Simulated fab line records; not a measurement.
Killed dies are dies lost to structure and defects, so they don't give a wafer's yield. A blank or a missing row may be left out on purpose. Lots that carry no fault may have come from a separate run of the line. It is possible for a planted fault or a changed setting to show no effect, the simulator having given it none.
fab line records	flow nand_harc	part 1 of 2: steps 1 to 22 of 32
[record] lots = 5	wafers = 15	last_day = 33
route steps=1302 shown A_CONTACT@1089 A_BLC@1107
lots untouched by any fault: they come from a run of this same line in which no faults occurred
start_h: hours from the record's first day to the start of the lot's first wafer shown	wait_h: time in hours since the lot's previous step	" as in the row above	L1.1+2: a single row standing in for several wafers	- no value, or no start given	* or withheld: withheld	< > ~ a bound
route shown NAME@n: a module of which the file shows steps, and the number in the route of the first	usual: the fault-free wafers' mean and standard deviation	same: alike in all rows	chamber/n: place in a boat	sites: each site's reading	_std_site: the standard deviation of these	_edge_site: mean of outer sites minus mean of inner sites	radius_mm: how far each site lies from the wafer's centre	mask NAME#n: copy n	behind: tool/chamber where the wafer was last shaped	hold: why the lot went on hold/how many hours it stayed there/how the hold came to an end	device: transistor that didn't switch, given as n, p or np	end of line: the same wafers' tests at the end of the route	for a step that has no rows: nothing shown but its recipe	killed: the dies lost at the first sort to structure and to defects; this is not the yield of the wafer	map: a wafer's dies, marking killed ones x, the rest . and places with no die _
set.NAME: the setting as run; set.NAME@STEP: as run at that earlier step	model.NAME: the simulator's own value behind a step, which no gauge read
lots seen at some steps along the route; tables by step, rows by wafer
services: when a tool's chamber went out of use (start_h, in hours from the record's first day, below 0 if earlier), for how many hours, and the reason
[[steps]]
[step NHARC_A_CONTACT_ETCH_137]
[recipe] source_w = withheld	pressure_mtorr = 20	bias_v = 1200	time_s = 311	target_depth_a = 19120	ar_flow_sccm = withheld	c4f8_flow_sccm = withheld	o2_flow_sccm = withheld	chemistry = C4F8/O2/Ar
[usual] chamber_pressure_mTorr = 19.998/0.018
lot.wafer	tool	chamber	start_h	wait_h	chamber_pressure_mTorr	rf_hours_counter_h
L080.2	har_cap_etch-03	1	571.55	0.2	19.986	52
L080.4	"	1	"	"	19.980	-
L080.6	"	1	"	"	19.984	-
L079.2	har_cap_etch-01	0	579.95	0.2	20.014	14
L079.6	"	0	"	"	20.014	-
L079.5	"	1	"	"	19.999	-
L092.1	har_cap_etch-03	1	708.12	0.2	20.011	76
L092.3	"	1	"	"	19.998	-
L092.4	"	0	"	"	20.056	-
L095.4	har_cap_etch-03	0	724.00	0.2	20.011	-
L095.5	"	0	"	"	19.982	-
L095.6	"	1	"	"	20.012	-
L096.3	har_cap_etch-02	1	745.67	0.2	19.978	-
L096.4	"	0	"	"	20.000	-
L096.5	"	1	"	"	19.955	-
[step NHARC_A_CONTACT_ETCH_138]
[recipe] source_w = withheld	pressure_mtorr = 20	bias_v = 1200	time_s = 311	target_depth_a = 19140	ar_flow_sccm = withheld	c4f8_flow_sccm = withheld	o2_flow_sccm = withheld	chemistry = C4F8/O2/Ar
[usual] chamber_pressure_mTorr = 20.001/0.018
lot.wafer	tool	chamber	start_h	wait_h	chamber_pressure_mTorr	rf_hours_counter_h
L080.2	har_cap_etch-03	1	571.82	0.2	20.023	52
L080.4	"	1	"	"	19.968	-
L080.6	"	1	"	"	19.977	-
L079.2	har_cap_etch-01	0	580.23	0.2	19.965	14
L079.6	"	0	"	"	20.008	-
L079.5	"	1	"	"	19.998	-
L092.1	har_cap_etch-03	1	708.39	0.2	20.041	77
L092.3	"	1	"	"	19.991	-
L092.4	"	0	"	"	19.992	-
L095.4	har_cap_etch-03	0	724.27	0.2	19.992	-
L095.5	"	0	"	"	19.987	-
L095.6	"	1	"	"	20.014	-
L096.3	har_cap_etch-02	1	745.95	0.2	19.980	-
L096.4	"	0	"	"	20.012	-
L096.5	"	1	"	"	19.999	-
[step NHARC_A_CONTACT_ETCH_139]
[recipe] source_w = withheld	pressure_mtorr = 20	bias_v = 400	time_s = 195	target_depth_a = 8400	ar_flow_sccm = withheld	c4f8_flow_sccm = 11.5	o2_flow_sccm = 7.2	chemistry = C4F8/O2/Ar
[usual] chamber_pressure_mTorr = 19.999/0.019
lot.wafer	tool	chamber	start_h	wait_h	chamber_pressure_mTorr	rf_hours_counter_h
L080.2	har_cap_etch-03	1	572.09	0.2	20.020	52
L080.4	"	1	"	"	20.005	-
L080.6	"	1	"	"	19.975	-
L079.2	har_cap_etch-01	0	580.50	0.2	19.972	14
L079.6	"	0	"	"	19.970	-
L079.5	"	1	"	"	20.019	-
L092.1	har_cap_etch-03	1	708.66	0.2	20.003	77
L092.3	"	1	"	"	19.980	-
L092.4	"	0	"	"	20.018	-
L095.4	har_cap_etch-03	0	724.54	0.2	20.004	-
L095.5	"	0	"	"	20.022	-
L095.6	"	1	"	"	19.993	-
L096.3	har_cap_etch-02	1	746.22	0.2	19.993	-
L096.4	"	0	"	"	19.995	-
L096.5	"	1	"	"	20.019	-
[step NHARC_A_CONTACT_ETCH_92]
[recipe] target_depth_a = 400	over_etch_frac = 0.5	time_s = 85.7	ion_energy_ev = 120	ch3f_flow_sccm = 50	o2_flow_sccm = 30	ar_flow_sccm = 200	rf_w = 500	bias_w = 100	chemistry = CH3F/O2
[usual] chamber_pressure_mTorr = 24.998/0.023	drypump_motor_current_A = 6.0/0.62	oes_product_au = 0.937/0.03	rf_fwd_power_W = 496.0/2	rf_vpp_V = 244.5/1.7	showerhead_plenum_p_Torr = 2.47/0.11	throttle_valve_pct = 20.663/0.0096
lot.wafer	tool	chamber	start_h	wait_h	chamber_pressure_mTorr	drypump_motor_current_A	oes_product_au	rf_fwd_power_W	rf_hours_counter_h	rf_vpp_V	showerhead_plenum_p_Torr	throttle_valve_pct
L080.4	rie_diel-04	3	572.65	0.4	25.000	6.4	0.929	494.7	5	243.0	2.40	20.657
L080.2	"	1	"	"	24.963	6.4	0.912	495.1	7	246.9	2.65	20.662
L080.6	"	3	"	"	24.975	6.5	0.926	493.7	-	244.4	2.40	20.642
L079.2	rie_diel-04	0	581.06	0.5	24.999	4.8	0.944	497.5	8	244.5	2.36	20.666
L079.5	"	0	"	"	25.008	4.8	0.945	499.1	-	243.8	2.36	20.671
L079.6	"	1	"	"	25.015	6.4	0.933	492.2	-	246.7	2.65	20.656
L092.3	rie_diel-05	2	709.32	0.5	25.003	5.3	0.994	496.3	40	244.3	2.41	20.672
L092.1	"	0	"	"	25.020	5.7	0.986	498.4	41	243.0	2.40	20.659
L092.4	"	3	"	"	25.007	5.7	0.990	497.8	-	244.5	2.50	20.667
L095.5	rie_diel-03	0	725.06	0.4	25.005	6.6	0.910	494.2	-	245.2	2.50	20.661
L095.6	"	1	"	"	24.970	5.7	0.925	492.7	-	244.8	2.45	20.680
L095.4	"	3	"	"	25.023	5.9	0.928	496.6	-	245.8	2.63	20.659
L096.4	rie_diel-04	2	746.82	0.5	25.008	6.4	0.932	497.6	-	243.4	2.42	20.674
L096.3	"	1	"	"	24.952	6.5	0.912	493.1	-	246.2	2.64	20.667
L096.5	"	2	"	"	24.977	6.4	0.932	497.9	-	243.4	2.42	20.648
[step NHARC_A_CONTACT_ETCH_98]
[recipe] target_depth_a = 200	over_etch_frac = 0.5	time_s = 10	ion_energy_ev = 250	c4f6_flow_sccm = 25	o2_flow_sccm = 20	ar_flow_sccm = 500	rf_w = 600	bias_w = 500	chemistry = C4F6/O2
[usual] chamber_pressure_mTorr = 30.002/0.027	drypump_motor_current_A = 6.0/0.6	oes_product_au = 0.956/0.023	rf_fwd_power_W = 586.7/2.7	rf_vpp_V = 547/3.3	showerhead_plenum_p_Torr = 3.93/0.15	throttle_valve_pct = 26.902/0.0095
lot.wafer	tool	chamber	start_h	wait_h	chamber_pressure_mTorr	drypump_motor_current_A	oes_product_au	rf_fwd_power_W	rf_hours_counter_h	rf_vpp_V	showerhead_plenum_p_Torr	throttle_valve_pct
L080.4	rie_diel-04	2	-	-	30.007	6.4	0.945	589.5	7	546	3.89	26.897
L080.2	"	0	"	"	30.022	4.8	0.948	588.3	7	544	3.77	26.890
L080.6	"	3	"	"	30.013	6.5	0.950	588.4	-	545	3.84	26.906
L079.2	rie_diel-04	0	-	-	29.996	4.8	0.959	589.5	8	543	3.77	26.910
L079.6	"	1	"	"	29.965	6.4	0.944	584.5	-	553	4.21	26.902
L079.5	"	2	"	"	29.988	6.4	0.952	586.6	-	546	3.89	26.886
L092.1	rie_diel-05	3	709.48	0.1	30.020	5.8	0.995	586.6	36	549	3.98	26.904
L092.3	"	0	"	"	30.024	5.7	1.001	592.4	41	546	3.83	26.900
L092.4	"	0	"	"	29.988	5.7	0.997	591.7	-	545	3.83	26.923
L095.4	rie_diel-03	0	725.18	0.1	30.022	6.5	0.936	585.5	-	547	3.99	26.895
L095.5	"	1	"	"	29.999	5.7	0.945	587.4	-	547	3.92	26.911
L095.6	"	3	"	"	30.009	5.9	0.945	586.4	-	551	4.17	26.902
L096.3	rie_diel-04	2	747.00	0.1	30.030	6.4	0.960	589.6	-	547	3.87	26.901
L096.4	"	1	"	"	29.976	6.5	0.953	585.4	-	554	4.19	26.898
L096.5	"	2	"	"	30.025	6.4	0.962	588.1	-	545	3.87	26.907
[step NHARC_A_CONTACT_CD_MEAS_15]
[usual] cd_nm = 190.1/0.57
lot.wafer	tool	chamber	start_h	wait_h	cd_nm
L080.2	cd_sem-01	-	572.87	-	190.3
L080.4	"	-	"	"	190.5
L080.6	"	-	"	"	190.2
L079.2	cd_sem-02	-	581.29	-	189.8
L079.5	"	-	"	"	189.0
L079.6	"	-	"	"	189.1
L092.1	cd_sem-01	-	709.58	-	191.3
L092.3	"	-	"	"	190.3
L092.4	"	-	"	"	190.2
L095.4	cd_sem-01	-	725.27	-	190.0
L095.5	"	-	"	"	189.6
L095.6	"	-	"	"	189.9
L096.3	cd_sem-02	-	747.09	0.1	189.4
L096.4	"	-	"	"	190.1
L096.5	"	-	"	"	190.1
[step NHARC_A_CONTACT_STRIP_107]
[recipe] n2_flow_sccm = 150	h2_flow_sccm = 150	ar_flow_sccm = 0	bias_w = 0	chemistry = N2/H2
lot.wafer	tool	chamber	start_h	wait_h
L080.4+2+6	rie_diel-04	1,0,2	572.94	0.1
L079.2+5+6	rie_diel-04	0,0,1	581.36	0.1
L092.1+3+4	rie_diel-05	2,0,3	709.83	0.3
L095.4+5+6	rie_diel-05	2,2,3	725.33	0.1
L096.3+4+5	rie_diel-04	1,2,2	747.19	0.1
[step NHARC_A_CONTACT_STRIP_108]
[recipe] cf4_flow_sccm = 100	chf3_flow_sccm = 30	ar_flow_sccm = 0	bias_w = 0	chemistry = CF4/CHF3
lot.wafer	tool	chamber	start_h	wait_h
L080.4+2+6	rie_diel-04	2,0,3	573.04	0.1
L079.2+6+5	rie_diel-04	1,3,0	581.46	0.1
L092.1+3+4	rie_diel-05	2,3,0	710.12	0.3
L095.4+6+5	rie_diel-05	1,1,2	725.43	0.1
L096.4+3+5	rie_diel-04	2,1,1	747.32	0.1
[step NHARC_A_CONTACT_STRIP_109]
[recipe] o2_flow_sccm = 400	cos_flow_sccm = 20	ar_flow_sccm = 0	bias_w = 0	chemistry = O2/COS
lot.wafer	tool	chamber	start_h	wait_h
L080.2+4+6	rie_diel-04	1,2,0	573.10	0.1
L079.2+6+5	rie_diel-04	3,2,3	581.52	0.1
L092.1+3+4	rie_diel-05	3,0,0	710.19	0.1
L095.4+5+6	rie_diel-05	0,1,2	725.50	0.1
L096.4+3+5	rie_diel-04	1,2,2	747.40	0.1
[step NHARC_A_CONTACT_ETCH_110]
[recipe] target_depth_a = 600	overetch_a = 60	time_s = 33	ion_energy_ev = 100	cf4_flow_sccm = 80	o2_flow_sccm = 20	ar_flow_sccm = 0	rf_w = 300	bias_w = 100	chemistry = CF4/O2
[usual] chamber_pressure_mTorr = 30.002/0.025	drypump_motor_current_A = 5.9/0.61	oes_product_au = 1.000/0.0099	rf_fwd_power_W = 295.5/1.7	rf_vpp_V = 198.0/1.4	showerhead_plenum_p_Torr = 1.34/0.055	throttle_valve_pct = 13.397/0.0096
lot.wafer	tool	chamber	start_h	wait_h	chamber_pressure_mTorr	drypump_motor_current_A	oes_product_au	rf_fwd_power_W	rf_hours_counter_h	rf_vpp_V	showerhead_plenum_p_Torr	throttle_valve_pct
L080.2	rie_diel-04	3	573.16	0.1	30.045	6.5	1.007	296.8	5	197.8	1.30	13.414
L080.4	"	0	"	"	30.018	4.8	0.985	296.2	7	196.9	1.28	13.408
L080.6	"	0	"	"	30.023	4.8	0.992	296.6	-	196.1	1.28	13.373
L079.2	rie_diel-04	1	581.59	0.1	29.997	6.4	0.978	292.0	8	199.9	1.44	13.402
L079.5	"	2	"	"	30.022	6.4	1.003	296.2	-	198.9	1.32	13.413
L079.6	"	3	"	"	29.962	6.5	1.005	294.8	-	198.5	1.30	13.388
L092.3	rie_diel-05	2	710.25	0.1	29.983	5.3	0.997	296.2	40	197.0	1.31	13.396
L092.1	"	3	"	"	29.987	5.7	0.997	296.3	36	198.6	1.36	13.398
L092.4	"	3	"	"	29.958	5.8	0.986	296.4	-	199.1	1.36	13.398
L095.4	rie_diel-05	0	725.56	0.1	30.003	5.7	1.007	296.7	46	197.6	1.30	13.389
L095.5	"	2	"	"	30.017	5.3	1.001	297.6	-	197.0	1.31	13.411
L095.6	"	3	"	"	29.988	5.8	1.007	296.2	-	196.3	1.35	13.388
L096.3	rie_diel-04	2	747.48	0.1	30.019	6.4	1.007	297.0	-	197.8	1.31	13.394
L096.4	"	1	"	"	30.056	6.4	1.000	292.8	-	201.0	1.43	13.397
L096.5	"	1	"	"	29.988	6.4	1.002	293.3	-	200.1	1.43	13.400
[step NHARC_A_CONTACT_STRIP_26]
[recipe] o2_flow_sccm = 500	ar_flow_sccm = 0	bias_w = 0	chemistry = O2
[usual] chamber_pressure_mTorr = 60.00/0.054	drypump_motor_current_A = 5.9/0.61	oes_product_au = 0.999/0.0099	rf_vpp_V = 57.8/0.98	showerhead_plenum_p_Torr = 3.55/0.14	throttle_valve_pct = 17.037/0.0092
lot.wafer	tool	chamber	start_h	wait_h	chamber_pressure_mTorr	drypump_motor_current_A	oes_product_au	rf_hours_counter_h	rf_vpp_V	showerhead_plenum_p_Torr	throttle_valve_pct
L080.4	rie_diel-04	0	-	-	60.04	4.8	0.998	7	55.9	3.39	17.050
L080.2	"	2	"	"	59.99	6.4	1.015	7	57.2	3.49	17.043
L080.6	"	3	"	"	59.99	6.5	0.997	-	59.2	3.45	17.034
L079.2	rie_diel-04	1	-	-	60.01	6.5	1.000	8	58.1	3.79	17.033
L079.5	"	1	"	"	60.00	6.5	0.994	-	58.1	3.79	17.052
L079.6	"	2	"	"	60.04	6.4	0.997	-	57.3	3.49	17.042
L092.3	rie_diel-05	3	-	-	60.11	5.7	0.992	36	59.4	3.58	17.023
L092.1	"	0	"	"	59.99	5.7	1.002	41	58.5	3.44	17.044
L092.4	"	2	"	"	59.96	5.4	1.000	-	58.1	3.47	17.043
L095.4	rie_diel-05	0	-	-	59.96	5.7	1.003	46	58.1	3.44	17.036
L095.5	"	1	"	"	60.04	6.2	0.980	-	56.6	3.26	17.052
L095.6	"	2	"	"	59.87	5.4	0.989	-	57.4	3.46	17.044
L096.4	rie_diel-04	2	747.82	0.3	60.04	6.4	1.001	-	57.2	3.48	17.040
L096.3	"	1	"	"	60.06	6.5	0.993	-	58.0	3.77	17.036
L096.5	"	2	"	"	60.05	6.4	0.987	-	56.2	3.48	17.029
[step NHARC_A_CONTACT_STRIP_27]
[recipe] time_s = 600	temp_c = 30	chemistry = post_etch_residue_remover
[usual] bath_heat_duty_pct = 13.1/1.5
lot.wafer	tool	chamber	start_h	wait_h	bath_heat_duty_pct
L080.4	wet_bench-05	4	573.54	-	14.5
L080.6	"	7	"	"	13.2
L080.2	"	1	"	"	11.9
L079.6	wet_bench-02	7	581.97	-	11.6
L079.2	"	1	"	"	11.9
L079.5	"	2	"	"	10.9
L092.3	wet_bench-02	0	710.72	-	13.1
L092.4	"	1	"	"	10.8
L092.1	"	3	"	"	13.8
L095.6	wet_bench-07	6	725.98	-	17.3
L095.4	"	0	"	"	14.2
L095.5	"	1	"	"	11.4
L096.3	wet_bench-07	3	748.19	0.3	11.4
L096.5	"	6	"	"	17.0
L096.4	"	0	"	"	12.6
[step NHARC_A_CONTACT_ALD_18]
[recipe] target_thk_a = 30	pulse_time_s = 1	ald_cycles = 150	temp_c = 450	material = TiN
[usual] heater_power_w = 1047/92	precursor_pulse_height_rel = 1.001/0.02
lot.wafer	tool	chamber	start_h	wait_h	heater_power_w	precursor_pulse_height_rel
L080.2	ald_metal-04	3	573.80	-	1140	0.989
L080.4	"	0	"	"	844	1.016
L080.6	"	0	"	"	854	0.998
L079.2	ald_metal-02	0	582.23	-	1097	0.970
L079.5	"	0	"	"	1082	0.981
L079.6	"	3	"	"	1101	0.985
L092.1	ald_metal-03	1	710.97	-	1129	1.006
L092.3	"	2	"	"	1153	1.018
L092.4	"	1	"	"	1129	0.990
L095.4	ald_metal-04	0	726.25	-	892	1.010
L095.5	"	0	"	"	883	0.972
L095.6	"	1	"	"	895	1.004
L096.3	ald_metal-02	0	748.48	-	1135	0.994
L096.5	"	3	"	"	1102	1.019
L096.4	"	0	"	"	1124	0.997
[step NHARC_A_CONTACT_CVD_19]
[recipe] target_thk_a = 3000	temp_c = 300	pressure_torr = 40	wf6_flow_sccm = 40	h2_flow_sccm = 1600	ar_flow_sccm = 1560	time_s = 802	material = W
[usual] heater_power_w = 460/38	mfc_h2_sccm = 1600/4.7	throttle_valve_pct = 7.88/0.25
lot.wafer	tool	chamber	start_h	wait_h	heater_power_w	mfc_h2_sccm	throttle_valve_pct
L080.2	cvd_w-01	0	-	-	412	1601	7.50
L080.4	"	1	"	"	455	1597	7.84
L080.6	"	0	"	"	423	1601	7.82
L079.2	cvd_w-01	0	-	-	421	1610	7.58
L079.5	"	1	"	"	458	1604	8.01
L079.6	"	0	"	"	412	1605	7.62
L092.1	cvd_w-01	1	-	-	461	1604	8.21
L092.3	"	0	"	"	423	1606	7.78
L092.4	"	1	"	"	462	1609	7.98
L095.4	cvd_w-01	1	-	-	453	1598	7.90
L095.6	"	1	"	"	462	1597	8.15
L095.5	"	0	"	"	420	1595	7.93
L096.4	cvd_w-01	1	-	-	454	1600	8.09
L096.3	"	0	"	"	445	1601	7.93
L096.5	"	0	"	"	434	1600	7.67
[step NHARC_A_CONTACT_CMP_20]
[recipe] t_overpolish_s = 30	target_thk_nm = 300
[usual] edge_zone_pressure_frac = 1.000/0.0051	motor_current_A = 12.0/1.1	overpolish_run_s = 30.000/0.0086	slurry_filter_dp_kPa = 13.47/0.14	time_to_endpoint_s = 61/3.8
lot.wafer	tool	chamber	start_h	wait_h	edge_zone_pressure_frac	motor_current_A	overpolish_run_s	slurry_filter_dp_kPa	time_to_endpoint_s
L080.2	cmp-02	0	574.93	0.8	1.007	10.3	30.022	13.45	67
L080.4	"	2	"	"	1.005	12.1	30.002	13.17	60
L080.6	"	0	"	"	1.000	9.9	30.000	13.40	67
L079.2	cmp-02	0	583.40	0.7	0.999	10.4	30.002	13.44	70
L079.5	"	3	"	"	1.007	10.6	30.003	13.47	61
L079.6	"	0	"	"	1.000	10.2	29.999	13.68	70
L092.4	cmp-04	3	712.11	0.4	0.996	12.2	29.993	13.50	61
L092.3	"	0	"	"	0.993	11.0	29.998	13.38	64
L092.1	"	2	"	"	0.996	12.4	30.004	13.69	62
L095.4	cmp-03	1	727.39	0.6	1.008	14.5	29.996	13.71	60
L095.6	"	3	"	"	0.997	12.3	30.005	13.52	59
L095.5	"	0	"	"	1.002	12.2	29.992	13.60	65
L096.4	cmp-04	3	749.64	0.6	1.000	13.0	30.001	13.43	59
L096.3	"	0	"	"	1.005	10.9	29.996	13.51	60
L096.5	"	2	"	"	0.991	11.7	30.004	13.53	58
[step NHARC_A_CONTACT_SRD_22]
lot.wafer	tool	chamber	start_h	wait_h
L080.6+4+2	wet_bench-02	5,6,7	575.24	0.0
L079.2+5+6	wet_bench-07	5,0,1	583.71	0.0
L092.3+1+4	wet_bench-07	0,2,3	712.43	0.0
L095.4+6+5	wet_bench-02	6,7,2	727.67	0.0
L096.4+5+3	wet_bench-02	2,3,4	749.94	0.1
[step NHARC_A_CONTACT_INSPECT_23]
[usual] raw_defect_count = 474/110
lot.wafer	tool	chamber	start_h	wait_h	raw_defect_count
L080.2	defect_inspect-02	-	575.31	0.1	545
L080.4	"	-	"	"	490
L080.6	"	-	"	"	539
L079.2	defect_inspect-01	-	583.78	0.1	545
L079.5	"	-	"	"	393
L079.6	"	-	"	"	490
L092.1	defect_inspect-01	-	712.51	0.1	534
L092.3	"	-	"	"	405
L092.4	"	-	"	"	515
L095.4	defect_inspect-02	-	727.75	0.1	426
L095.5	"	-	"	"	485
L095.6	"	-	"	"	551
L096.3	defect_inspect-01	-	750.01	0.1	436
L096.4	"	-	"	"	444
L096.5	"	-	"	"	409
[step NHARC_A_BLC_DEHYDRATE_00]
[recipe] temp_c = 150	time_s = 120
lot.wafer	tool	chamber	start_h	wait_h
L080.2+4+6	litho_track-06	0	575.37	0.1
L079.2+5+6	litho_track-01	0	583.84	0.1
L092.1+3+4	litho_track-01	0	712.57	0.1
L095.4+5+6	litho_track-06	0	727.81	0.1
L096.3+4+5	litho_track-01	0	750.07	0.1
[step NHARC_A_BLC_HMDS_01]
[recipe] time_s = 30
lot.wafer	tool	chamber	start_h	wait_h
L080.2+4+6	litho_track-06	0	-	-
L079.2+5+6	litho_track-01	0	-	-
L092.1+3+4	litho_track-01	0	-	-
L095.4+5+6	litho_track-06	0	-	-
L096.3+4+5	litho_track-01	0	-	-
[step NHARC_A_BLC_COAT_02]
[recipe] temp_c = 260	time_s = 75
lot.wafer	tool	chamber	start_h	wait_h
L080.2+4+6	litho_track-06	0	-	-
L079.2+5+6	litho_track-01	0	-	-
L092.1+3+4	litho_track-01	0	-	-
L095.4+5+6	litho_track-06	0	-	-
L096.3+4+5	litho_track-01	0	-	-
[step NHARC_A_BLC_COAT_03]
[recipe] temp_c = 225	time_s = 65
lot.wafer	tool	chamber	start_h	wait_h
L080.2+4+6	litho_track-06	0	-	-
L079.2+5+6	litho_track-01	0	-	-
L092.1+3+4	litho_track-01	0	-	-
L095.4+5+6	litho_track-06	0	-	-
L096.3+4+5	litho_track-01	0	-	-
[step NHARC_A_BLC_COAT_04]
[recipe] spin_rpm = 1500	resist_thk_nm = 90
[usual] dispense_pressure_kPa = 52.00/0.23
lot.wafer	tool	chamber	start_h	wait_h	dispense_pressure_kPa
L080.2	litho_track-06	0	-	-	52.01
L080.4	"	0	"	"	51.97
L080.6	"	0	"	"	52.01
L079.2	litho_track-01	0	-	-	52.27
L079.5	"	0	"	"	52.25
L079.6	"	0	"	"	52.25
L092.1	litho_track-01	0	-	-	52.28
L092.3	"	0	"	"	52.25
L092.4	"	0	"	"	52.25
L095.4	litho_track-06	0	-	-	52.01
L095.5	"	0	"	"	52.04
L095.6	"	0	"	"	52.00
L096.3	litho_track-01	0	-	-	52.28
L096.4	"	0	"	"	52.25
L096.5	"	0	"	"	52.27
